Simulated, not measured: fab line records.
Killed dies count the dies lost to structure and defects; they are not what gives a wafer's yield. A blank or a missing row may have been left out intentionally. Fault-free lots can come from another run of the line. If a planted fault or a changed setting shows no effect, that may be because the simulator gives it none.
fab line records	flow n5_finfet
[record] lots = 11	wafers = 32	last_day = 17
route steps=1938 shown MOL_CONTACT_COAG@554 PAD_METAL@1893 PASSIVATION@1905
lots with no fault: from the same line, run without faults
start_h: start of the lot's first displayed wafer, in hours after the record's first day	wait_h: hours since the lot's step before	" identical to the entry in the row above	L1.1+2: several wafers, shown together as one row	- either no value or no given start	* or withheld: withheld	< > ~ a bound
route shown NAME@n: names a module that has steps shown in the file, with the first one's number in the route	usual: mean/standard deviation of fault-free wafers	same: alike in all rows	chamber/n: place in a boat	sites: per-site readings	_std_site: how widely they spread, as a standard deviation	_edge_site: outer sites' mean less inner sites'	radius_mm: for every site, how far away it sits from the centre of the wafer	mask NAME#n: copy n	behind: the tool/chamber that last shaped the wafer	hold: reason for holding the lot/hours on hold/outcome of the hold	device: transistor that didn't switch, given as n, p or np	end of line: tests of these same wafers at the route's end	step lacking rows: just its recipe	killed: at the first sort, the dies lost to defects and structure; wafer yield is something else	map: a wafer's dies, x killed, . not, _ none there
set.NAME: the setting that was run; set.NAME@STEP: the one run at that earlier step	model.NAME: the simulator's own value behind a step, which no gauge read
one table for each step of the route and one row for each wafer, over a sample of lots
services: the hour from which a tool's chamber was out of use, counted from the record's first day as start_h (under 0 if before that day), plus the number of hours and why
[[steps]]
[step N5_MOL_CONTACT_COAG_CMP_23]
[recipe] stop_on = SiO2	t_overpolish_s = 1.5	post_cmp_clean = cu_alkaline	down_force_psi = 2	platen_rpm = 50.289	pad_velocity_m_s = 1.0006	target_thk_nm = 0
[usual] motor_current_A = 8.0/0.72	overpolish_run_s = 1.501/0.0088	platen_rpm = 50.29/0.032	slurry_flow_ml_min = 150.0/0.47	time_to_endpoint_s = 9.8/2.7
lot.wafer	tool	chamber	start_h	wait_h	motor_current_A	overpolish_run_s	platen_rpm	slurry_flow_ml_min	time_to_endpoint_s
L903.3	cmp-03	3	97.94	0.0	7.5	1.501	50.30	150.3	7.5
L903.2	"	2	"	"	8.1	1.496	50.24	150.6	5.8
L903.5	"	0	"	"	7.4	1.489	50.31	149.2	9.7
L907.3	cmp-04	3	123.90	0.0	7.4	1.508	50.26	149.3	9.6
L907.1	"	1	"	"	7.7	1.494	50.26	150.2	11.8
L907.5	"	3	"	"	7.1	1.492	50.26	149.5	11.6
L908.1	cmp-04	0	127.91	0.1	8.0	1.499	50.30	150.4	12.0
L908.4	"	2	"	"	6.7	1.497	50.27	150.7	7.7
L911.4	cmp-04	0	152.34	0.3	8.6	1.503	50.30	149.6	13.6
L911.2	"	2	"	"	7.1	1.497	50.29	149.8	11.0
L911.6	"	0	"	"	8.3	1.497	50.31	149.4	12.2
L914.3	cmp-04	2	166.59	0.1	6.9	1.499	50.30	149.8	6.7
L914.5	"	1	"	"	8.0	1.507	50.33	149.7	12.6
L914.6	"	2	"	"	7.1	1.485	50.32	150.6	8.2
L916.2	cmp-01	2	172.04	0.2	7.5	1.504	50.28	150.2	11.0
L916.4	"	3	"	"	8.6	1.492	50.27	150.0	5.3
L916.3	"	0	"	"	9.3	1.497	50.28	150.1	9.3
L919.4	cmp-03	0	196.89	0.1	7.6	1.516	50.30	149.8	9.4
L919.3	"	1	"	"	6.8	1.497	50.28	150.2	9.6
L919.5	"	0	"	"	7.2	1.501	50.24	150.4	11.5
L920.1	cmp-01	0	201.51	0.1	9.3	1.494	50.34	150.8	8.7
L920.2	"	2	"	"	7.6	1.486	50.27	150.9	10.4
L920.5	"	3	"	"	8.2	1.478	50.30	149.3	7.4
L923.4	cmp-01	2	214.26	0.1	7.7	1.509	50.31	150.1	7.7
L923.2	"	0	"	"	8.5	1.510	50.32	150.2	6.5
L923.5	"	1	"	"	9.3	1.503	50.29	149.8	9.8
L924.3	cmp-01	0	219.13	0.0	9.0	1.492	50.32	149.2	9.8
L924.1	"	2	"	"	7.9	1.508	50.35	149.5	11.3
L924.2	"	3	"	"	8.7	1.512	50.34	150.3	4.1
L926.3	cmp-03	0	232.32	0.1	7.0	1.509	50.30	149.5	12.2
L926.1	"	2	"	"	7.9	1.516	50.24	149.8	8.4
L926.6	"	3	"	"	7.6	1.489	50.32	149.8	9.6
[step N5_PASSIVATION_DEGAS_18]
[recipe] ambient = vacuum	temp_c = 300	time_s = 60
[usual] heater_power_w = 477/50
lot.wafer	tool	chamber	start_h	wait_h	heater_power_w
L903.2	pvd_sputter-03	-	258.54	0.1	564
L903.3	"	-	"	"	405
L903.5	"	-	"	"	549
L907.1	pvd_sputter-03	-	286.98	0.2	400
L907.3	"	-	"	"	501
L907.5	"	-	"	"	405
L908.1	pvd_sputter-02	-	303.51	0.6	457
L908.4	"	-	"	"	543
L911.2	pvd_sputter-01	-	319.30	0.3	440
L911.4	"	-	"	"	485
L911.6	"	-	"	"	451
L914.3	pvd_sputter-01	-	339.95	0.1	502
L914.5	"	-	"	"	433
L914.6	"	-	"	"	445
L916.2	pvd_sputter-02	-	349.10	0.6	529
L916.3	"	-	"	"	453
L916.4	"	-	"	"	477
L920.1	pvd_sputter-03	-	361.82	0.3	387
L920.2	"	-	"	"	498
L920.5	"	-	"	"	515
L919.3	pvd_sputter-02	-	366.10	1.1	477
L919.4	"	-	"	"	470
L919.5	"	-	"	"	476
L923.2	pvd_sputter-02	-	394.17	0.0	476
L923.4	"	-	"	"	542
L923.5	"	-	"	"	542
L924.1	pvd_sputter-01	-	394.45	0.1	454
L924.2	"	-	"	"	478
L924.3	"	-	"	"	451
L926.1	pvd_sputter-03	-	394.88	0.0	497
L926.3	"	-	"	"	404
L926.6	"	-	"	"	546
[step N5_PASSIVATION_CD_MEAS_30]
[recipe] target_cd_nm = 4000	landing_energy_ev = 500	detector = se_inlens	polarity = opening
[usual] cd_nm = 3999.5/1.8
lot.wafer	tool	chamber	start_h	wait_h	cd_nm
L903.2	cd_sem-01	0	259.31	-	4003.1
L903.3	"	0	"	"	4000.5
L903.5	"	0	"	"	3998.8
L907.1	cd_sem-03	0	287.63	-	3999.7
L907.3	"	0	"	"	4001.2
L907.5	"	0	"	"	4001.7
L908.1	cd_sem-03	0	304.29	-	3998.5
L908.4	"	0	"	"	3999.1
L911.2	cd_sem-02	0	319.96	-	3999.0
L911.4	"	0	"	"	4001.5
L911.6	"	0	"	"	3997.2
L914.3	cd_sem-02	0	340.73	-	4002.7
L914.5	"	0	"	"	4001.4
L914.6	"	0	"	"	4001.7
L916.2	cd_sem-03	0	349.88	-	3998.9
L916.3	"	0	"	"	3998.2
L916.4	"	0	"	"	4000.6
L920.1	cd_sem-03	0	362.48	-	3997.6
L920.2	"	0	"	"	3998.5
L920.5	"	0	"	"	3998.3
L919.3	cd_sem-01	0	366.76	-	3999.9
L919.4	"	0	"	"	3999.2
L919.5	"	0	"	"	3997.8
L923.2	cd_sem-01	0	394.82	-	3998.4
L923.4	"	0	"	"	3999.5
L923.5	"	0	"	"	3997.7
L924.1	cd_sem-02	0	395.22	-	3999.5
L924.2	"	0	"	"	3998.1
L924.3	"	0	"	"	3995.7
L926.1	cd_sem-01	0	395.66	-	3999.7
L926.3	"	0	"	"	3998.6
L926.6	"	0	"	"	4001.2
[step N5_PASSIVATION_STRIP_48]
[recipe] chemistry = O2	power_w = 600	temp_c = 60	pressure_mtorr = 30	rf_frequency_hz = 6e+07	bias_power_w = 0	overash_fraction = 0.5	o2_flow_sccm = 225
[usual] chamber_pressure_mTorr = 30.01/0.14	drypump_motor_current_A = 5.8/0.5	oes_product_au = 0.77/0.049	rf_vpp_V = 3.9/2.3	showerhead_plenum_p_Torr = 2.09/0.062	throttle_valve_pct = 16.80/0.24
lot.wafer	tool	chamber	start_h	wait_h	chamber_pressure_mTorr	drypump_motor_current_A	oes_product_au	rf_hours_counter_h	rf_vpp_V	showerhead_plenum_p_Torr	throttle_valve_pct
L903.2	rie_diel-01	0	261.96	0.1	30.19	5.2	0.79	113	4.6	2.11	16.45
L903.3	"	3	"	"	30.01	5.6	0.78	125	7.8	2.09	16.89
L903.5	"	2	"	"	29.95	6.3	0.85	-	5.7	2.10	16.69
L907.1	rie_diel-01	2	290.27	0.1	30.01	6.3	0.82	74	2.5	2.10	16.70
L907.3	"	1	"	"	30.19	6.0	0.79	113	7.6	2.03	17.10
L907.5	"	0	"	"	30.06	5.2	0.79	-	5.5	2.11	16.41
L908.1	rie_diel-06	3	306.66	0.1	30.15	6.8	0.85	86	8.6	2.20	16.69
L908.4	"	0	"	"	29.97	6.4	0.79	91	1.3	2.19	16.26
L911.2	rie_diel-06	2	322.84	0.1	30.15	5.1	0.66	215	1.4	1.99	17.00
L911.4	"	3	"	"	29.91	6.7	0.84	92	7.3	2.20	16.67
L911.6	"	3	"	"	30.16	6.8	0.82	-	3.4	2.20	16.69
L914.3	rie_diel-06	3	343.23	0.1	30.12	6.8	0.82	100	1.1	2.19	16.61
L914.5	"	3	"	"	30.05	6.8	0.82	-	1.7	2.19	16.72
L914.6	"	0	"	"	30.02	6.4	0.81	-	5.0	2.19	16.30
L916.2	rie_diel-06	0	352.40	0.1	30.14	6.4	0.76	108	1.6	2.19	16.21
L916.3	"	1	"	"	29.90	5.7	0.81	115	3.0	2.13	16.84
L916.4	"	3	"	"	29.75	6.8	0.82	103	7.2	2.19	16.61
L920.1	rie_diel-01	2	365.01	0.1	29.98	6.2	0.81	104	2.8	2.09	16.78
L920.2	"	0	"	"	29.93	5.2	0.75	149	2.7	2.10	16.49
L920.5	"	1	"	"	30.24	6.0	0.78	-	6.2	2.02	17.18
L919.3	rie_diel-03	2	369.47	0.1	29.84	5.7	0.73	224	4.3	1.99	16.81
L919.4	"	0	"	"	29.96	5.5	0.82	80	4.3	2.12	16.57
L919.5	"	1	"	"	29.83	6.6	0.71	-	2.9	2.08	17.16
L923.2	rie_diel-03	2	397.46	0.1	30.05	5.7	0.74	234	4.8	1.98	16.79
L923.4	"	3	"	"	29.91	5.3	0.82	133	0	2.19	16.82
L923.5	"	0	"	"	30.12	5.5	0.75	-	2.0	2.11	16.63
L924.1	rie_diel-01	2	397.92	0.1	30.08	6.2	0.76	115	4.0	2.09	16.77
L924.2	"	3	"	"	29.86	5.5	0.71	175	5.9	2.07	16.98
L924.3	"	0	"	"	30.13	5.2	0.74	161	4.1	2.09	16.54
L926.1	rie_diel-03	3	398.60	0.1	30.18	5.3	0.80	134	1.5	2.19	16.79
L926.3	"	2	"	"	30.10	5.8	0.69	235	1.8	1.98	16.87
L926.6	"	2	"	"	30.16	5.8	0.69	-	2.7	1.98	16.85
[step N5_PASSIVATION_PROBE_49]
[usual] defect_limited_yield = 91.2/1.4	killed_at_M0_to_M3 = 32/10	killed_at_M4_up = 14/6.2	killed_at_contacts = 12/6.3	killed_at_front_end = 42/13	killed_at_other = 4/3.4	killed_dies = 104/17	killed_on_rim = 14/3.8	killed_open = 67/12	killed_short = 34/8.1	sort_bin_4_leakage = 0.02/0.13	sort_bin_5_function = 5.2/0.93	sort_bin_6_memory = 3.2/0.65	sort_n_pass = 1075/16	sort_yield_pct = 91.1/1.4
[same] gross_dies = 1180	killed_at_back_side = 0	sort_bin_8_speed[%] = 0
lot.wafer	tool	chamber	start_h	wait_h	defect_limited_yield[%]	killed_at_M0_to_M3	killed_at_M4_up	killed_at_contacts	killed_at_front_end	killed_at_other	killed_dies	killed_on_rim	killed_open	killed_short	sort_bin_4_leakage[%]	sort_bin_5_function[%]	sort_bin_6_memory[%]	sort_n_pass	sort_yield_pct[%]
L911.2	prober-02	-	325.38	0.1	71.3	18	12	276	27	6	339	45	39	22	0	17.0	9.1	841	71.3
L911.4	prober-02	-	325.48	0.2	93.6	16	3	13	38	5	75	6	44	29	0	3.8	2.1	1105	93.6
L911.6	prober-02	-	325.58	0.3	92.7	27	8	19	32	0	86	19	46	33	0	4.1	2.5	1094	92.7
L914.3	prober-02	-	345.83	0.1	66.9	28	9	299	50	4	390	51	80	26	0	20.3	10.6	790	66.9
L914.5	prober-02	-	345.93	0.2	93.1	27	15	11	26	2	81	12	56	24	0	4.1	2.5	1099	93.1
L914.6	prober-02	-	345.98	0.3	67.7	31	10	308	30	2	381	47	57	36	0	20.3	9.4	799	67.7
L916.2	prober-02	-	354.94	0.1	89.5	19	6	26	72	1	124	14	87	37	0	6.7	3.4	1056	89.5
L916.3	prober-02	-	354.99	0.1	86.8	35	16	5	96	4	156	25	86	65	0	8.2	4.4	1024	86.8
L916.4	prober-02	-	355.04	0.2	91.5	26	11	16	46	1	100	11	61	38	0	4.6	3.5	1080	91.5
L920.1	prober-01	-	367.54	0.0	92.5	22	27	12	24	4	89	16	61	28	0	4.7	2.6	1091	92.5
L920.2	prober-01	-	367.59	0.1	93.6	16	11	8	40	1	76	13	45	30	0	3.6	2.5	1104	93.6
L920.5	prober-01	-	367.74	0.2	91.3	32	11	8	48	4	103	14	69	34	0	4.8	3.4	1077	91.3
L919.3	prober-02	-	372.11	0.1	90.8	19	10	16	61	2	108	14	71	37	0	5.1	3.6	1072	90.8
L919.4	prober-02	-	372.16	0.2	90.7	48	13	11	35	3	110	17	71	38	0	5.1	3.9	1070	90.7
L919.5	prober-02	-	372.21	0.2	91.0	31	18	14	33	10	106	12	77	27	0	4.6	4.0	1074	91.0
L923.2	prober-01	-	400.40	0.1	92.4	26	8	12	38	6	90	14	55	32	0	4.0	3.4	1090	92.4
L923.4	prober-01	-	400.50	0.2	92.2	21	9	8	53	1	92	13	44	36	0	4.2	2.9	1088	92.2
L923.5	prober-01	-	400.55	0.2	92.6	20	8	6	52	1	87	15	45	37	0	4.6	1.8	1093	92.6
L924.1	prober-02	-	400.41	0.0	88.8	51	14	1	56	10	132	18	92	38	0	6.5	4.1	1048	88.8
L924.2	prober-02	-	400.46	0.1	92.2	33	26	11	21	1	92	14	67	24	0	5.3	2.1	1088	92.2
L924.3	prober-02	-	400.51	0.1	91.3	36	25	8	34	0	103	15	78	25	0	5.0	3.6	1077	91.3
L926.1	prober-02	-	402.33	0.0	92.7	26	9	6	33	12	86	14	60	26	0	4.5	2.5	1094	92.7
L926.3	prober-02	-	402.43	0.1	93.2	23	10	6	32	9	80	11	61	19	0	4.2	2.5	1100	93.2
L926.6	prober-02	-	402.58	0.3	91.4	28	5	1	51	17	102	11	56	43	0	4.7	3.4	1078	91.4
// killed by level:class
L911.2 MOL_CONTACT_COAG:unspecified=270 DUMMY_GATE:geometric_particle:open=8 HKMG_FIN:area_etch=7 BEOL_M1:geometric_particle:open=6 BEOL_M0_SAQP:geometric_particle:short=5 MOL_CONTACT_COAG:geometric_particle:open=4 BEOL_M0_SAQP:geometric_particle:open=4 BEOL_M4:geometric_particle:open=4
L911.4 DUMMY_GATE:geometric_particle:open=10 MOL_CONTACT_COAG:geometric_particle:open=8 FIN_SAQP:geometric_particle:open=7 FIN_SAQP:geometric_particle:short=6 BEOL_M0:geometric_particle:open=6 MOL_CONTACT_COAG:geometric_particle:short=5 GATE_CUT:geometric_particle:short=4 BEOL_M0:geometric_particle:short=4
L911.6 MOL_CONTACT_COAG:geometric_particle:open=14 DUMMY_GATE:geometric_particle:open=8 FIN_SAQP:geometric_particle:short=7 HKMG_FIN:area_etch=7 BEOL_M2:geometric_particle:open=6 MOL_CONTACT_COAG:geometric_particle:short=5 BEOL_M0_SAQP:geometric_particle:short=5 STARTING-WAFER:geometric_particle:short=5
L914.3 MOL_CONTACT_COAG:unspecified=284 STI_FIN_REVEAL:geometric_particle:open=19 MOL_CONTACT_COAG:geometric_particle:open=13 BEOL_M2:geometric_particle:open=11 BEOL_M0_SAQP:geometric_particle:open=7 STI_FIN_REVEAL:geometric_particle:short=5 STARTING-WAFER:geometric_particle:open=5 FIN_SAQP:geometric_particle:open=4
L914.5 MOL_CONTACT_COAG:geometric_particle:open=9 BEOL_M4:geometric_particle:open=9 FIN_SAQP:geometric_particle:open=8 BEOL_M0_SAQP:geometric_particle:short=6 FIN_SAQP:geometric_particle:short=4 GATE_CUT:geometric_particle:short=4 BEOL_M0_SAQP:geometric_particle:open=4 BEOL_M0:geometric_particle:open=4
L914.6 MOL_CONTACT_COAG:unspecified=288 BEOL_M3:geometric_particle:open=15 MOL_CONTACT_COAG:geometric_particle:open=13 STI_FIN_REVEAL:geometric_particle:open=8 MOL_CONTACT_COAG:geometric_particle:short=7 FIN_SAQP:geometric_particle:short=6 BEOL_M0_SAQP:geometric_particle:short=6 FIN_SAQP:geometric_particle:open=4
L916.2 STI_FIN_REVEAL:geometric_particle:open=24 MOL_CONTACT_COAG:geometric_particle:open=23 FIN_SAQP:geometric_particle:short=15 FIN_SAQP:geometric_particle:open=13 BEOL_M2:geometric_particle:open=6 ILD0:geometric_particle:open=5 GATE_CUT:geometric_particle:open=5 BEOL_M2:geometric_particle:short=4
L916.3 FIN_SAQP:geometric_particle:short=30 FIN_SAQP:geometric_particle:open=23 STI_FIN_REVEAL:geometric_particle:open=21 BEOL_M2:geometric_particle:open=8 BEOL_M0_SAQP:geometric_particle:open=7 BEOL_M2:geometric_particle:short=5 GATE_CUT:geometric_particle:short=4 STI_FIN_REVEAL:geometric_particle:short=4
L916.4 FIN_SAQP:geometric_particle:short=12 STI_FIN_REVEAL:geometric_particle:open=11 FIN_SAQP:geometric_particle:open=10 MOL_CONTACT_COAG:geometric_particle:open=10 BEOL_M2:geometric_particle:open=7 MOL_CONTACT_COAG:geometric_particle:short=6 BEOL_M0_SAQP:geometric_particle:short=6 BEOL_M4:geometric_particle:open=6
L920.1 MOL_CONTACT_COAG:geometric_particle:open=7 BEOL_M4:geometric_particle:open=7 BEOL_M6:geometric_particle:open=6 MOL_CONTACT_COAG:geometric_particle:short=5 BEOL_M0_SAQP:geometric_particle:open=5 BEOL_M0_SAQP:geometric_particle:short=5 BEOL_M2:geometric_particle:open=5 BEOL_M5:geometric_particle:open=5
L920.2 FIN_SAQP:geometric_particle:open=11 FIN_SAQP:geometric_particle:short=7 MOL_CONTACT_COAG:geometric_particle:open=7 BEOL_M0_SAQP:geometric_particle:short=4 BEOL_M0_SAQP:geometric_particle:open=4 BEOL_M4:geometric_particle:open=4 STARTING-WAFER:geometric_particle:short=4 GATE_CUT:geometric_particle:open=3
L920.5 FIN_SAQP:geometric_particle:open=13 STI_FIN_REVEAL:geometric_particle:open=9 BEOL_M3:geometric_particle:open=8 MOL_CONTACT_COAG:geometric_particle:open=7 BEOL_M0_SAQP:geometric_particle:short=5 BEOL_M0_SAQP:geometric_particle:open=5 FIN_SAQP:geometric_particle:short=4 GATE_CUT:geometric_particle:short=4
L919.3 FIN_SAQP:geometric_particle:open=15 FIN_SAQP:geometric_particle:short=14 MOL_CONTACT_COAG:geometric_particle:open=13 STI_FIN_REVEAL:geometric_particle:open=8 BEOL_M3:geometric_particle:open=7 BEOL_M0_SAQP:geometric_particle:open=5 DUMMY_GATE:geometric_particle:open=5 BEOL_M5:geometric_particle:open=4
L919.4 BEOL_M0_SAQP:geometric_particle:short=11 BEOL_M3:geometric_particle:open=11 MOL_CONTACT_COAG:geometric_particle:open=9 FIN_SAQP:geometric_particle:open=8 STI_FIN_REVEAL:geometric_particle:open=6 BEOL_M0:geometric_particle:open=6 DUMMY_GATE:geometric_particle:open=4 BEOL_M0_SAQP:geometric_particle:open=4
L919.5 BEOL_M3:geometric_particle:open=14 MOL_CONTACT_COAG:geometric_particle:open=12 STI_FIN_REVEAL:geometric_particle:open=10 DUMMY_GATE:geometric_particle:open=8 BEOL_M4:geometric_particle:open=5 BEOL_M7:geometric_particle:open=5 BEOL_M0_SAQP:geometric_particle:open=4 FIN_SAQP:geometric_particle:open=3
L923.2 BEOL_M3:geometric_particle:open=11 FIN_SAQP:geometric_particle:short=9 FIN_SAQP:geometric_particle:open=8 MOL_CONTACT_COAG:geometric_particle:open=7 DUMMY_GATE:geometric_particle:open=5 BEOL_M1:geometric_particle:open=5 BEOL_M4:geometric_particle:open=5 GATE_CUT:geometric_particle:short=4
L924.1 STI_FIN_REVEAL:geometric_particle:open=22 BEOL_M0_SAQP:geometric_particle:open=15 BEOL_M0_SAQP:geometric_particle:short=14 FIN_SAQP:geometric_particle:open=10 BEOL_M4:geometric_particle:open=10 STI_FIN_REVEAL:geometric_particle:short=7 BEOL_M3:geometric_particle:open=7 FIN_SAQP:geometric_particle:short=4
L924.2 BEOL_M4:geometric_particle:open=13 MOL_CONTACT_COAG:geometric_particle:open=9 BEOL_M0_SAQP:geometric_particle:short=6 BEOL_M1:geometric_particle:open=6 BEOL_M2:geometric_particle:open=6 FIN_SAQP:geometric_particle:open=5 BEOL_M0_SAQP:geometric_particle:open=5 BEOL_M5:geometric_particle:open=4
L923.4 FIN_SAQP:geometric_particle:open=10 FIN_SAQP:geometric_particle:short=8 GATE_CUT:geometric_particle:short=7 ILD0:geometric_particle:short=6 BEOL_M3:geometric_particle:open=6 HKMG_FIN:area_etch=6 STI_FIN_REVEAL:geometric_particle:open=5 MOL_CONTACT_COAG:geometric_particle:open=5
L924.3 BEOL_M4:geometric_particle:open=16 STI_FIN_REVEAL:geometric_particle:open=11 FIN_SAQP:geometric_particle:open=8 MOL_CONTACT_COAG:geometric_particle:open=8 FIN_SAQP:geometric_particle:short=7 BEOL_M2:geometric_particle:open=6 BEOL_M0_SAQP:geometric_particle:open=6 BEOL_M3:geometric_particle:open=6
L923.5 FIN_SAQP:geometric_particle:short=13 FIN_SAQP:geometric_particle:open=10 DUMMY_GATE:geometric_particle:open=7 MOL_CONTACT_COAG:geometric_particle:open=5 FIN_CUT:geometric_particle:short=4 BEOL_M3:geometric_particle:open=4 BEOL_M0_SAQP:geometric_particle:short=4 BEOL_M2:geometric_particle:open=4
L926.1 STI_FIN_REVEAL:geometric_particle:open=11 BEOL_M4:geometric_particle:open=7 FIN_SAQP:geometric_particle:short=6 BEOL_M2:geometric_particle:open=6 BEOL_M0_SAQP:geometric_particle:open=5 BEOL_M1:geometric_particle:open=5 BEOL_M0:geometric_particle:open=4 FIN_SAQP:geometric_particle:open=3
L926.3 BEOL_M0_SAQP:geometric_particle:open=7 BEOL_M1:geometric_particle:open=7 STI_FIN_REVEAL:geometric_particle:open=6 MOL_CONTACT_COAG:geometric_particle:open=6 FIN_SAQP:geometric_particle:open=5 GATE_CUT:geometric_particle:short=5 DUMMY_GATE:geometric_particle:open=4 GATE_CUT:geometric_particle:open=4
L926.6 FIN_SAQP:geometric_particle:open=11 BEOL_M0_SAQP:geometric_particle:short=11 BEOL_M0_SAQP:geometric_particle:open=11 PAD_METAL:geometric_particle:short=10 FIN_SAQP:geometric_particle:short=9 DUMMY_GATE:geometric_particle:open=6 STI_FIN_REVEAL:geometric_particle:open=5 STARTING-WAFER:geometric_particle:open=5
[[services]]
tool	chamber	start_h	hours	kind
cmp-01	-	76.90	2.5	repair
pvd_sputter-03	-	80.10	2.6	repair
cmp-03	-	80.87	4.2	repair
cmp-04	-	130.74	5.8	repair
rie_diel-06	-	142.82	4.3	pm
cmp-04	-	170.94	4.7	pm
rie_diel-06	-	182.72	0.3	repair
cmp-04	-	184.16	0.2	repair
cmp-04	-	185.51	4.0	pm
cmp-01	-	235.74	4.0	pm
cmp-01	-	239.74	5.7	pm
cmp-04	-	246.18	0.4	repair
cmp-01	-	258.42	2.3	repair
cmp-04	-	295.26	0.6	repair
cmp-04	-	303.85	2.2	repair
rie_diel-06	-	314.19	0.5	repair
cmp-04	-	316.98	1.5	repair
cmp-01	-	328.54	0.9	repair
cmp-01	-	334.46	2.0	repair
cmp-01	-	344.40	0.6	repair
cmp-01	-	350.34	0.8	repair
rie_diel-01	1	365.34	4.0	repair
cmp-04	-	369.61	6.1	pm
rie_diel-06	0	377.23	6.7	repair
[[key]]
[first_sign] step = N5_PASSIVATION_PROBE_49	reading = killed_at_contacts	direction = up	sigmas = 45	usual = 12	struck = 294
[effect] step = N5_PASSIVATION_PROBE_49	reading = defect_limited_yield	direction = down	sigmas = 16	usual = 91.2	struck = 68.6
[more_kills_born_at] N5_MOL_CONTACT_COAG_CMP_23@cmp-04 = 842
met_at N5_MOL_CONTACT_COAG_CMP_23
struck_lots L911,L914
struck_wafers L911.2,L914.3,L914.6
not_acting_at N5_PASSIVATION_DEGAS_18,N5_PASSIVATION_CD_MEAS_30,N5_PASSIVATION_STRIP_48
onset_between 127.91 152.34
[fault] kind = chamber_particle_source	tool = cmp-04	chamber = 2	onset_h = 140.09	steps = N5_MOL_CONTACT_COAG_CMP_23	rate_per_visit_cm2 = 0.51753	end_h = 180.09
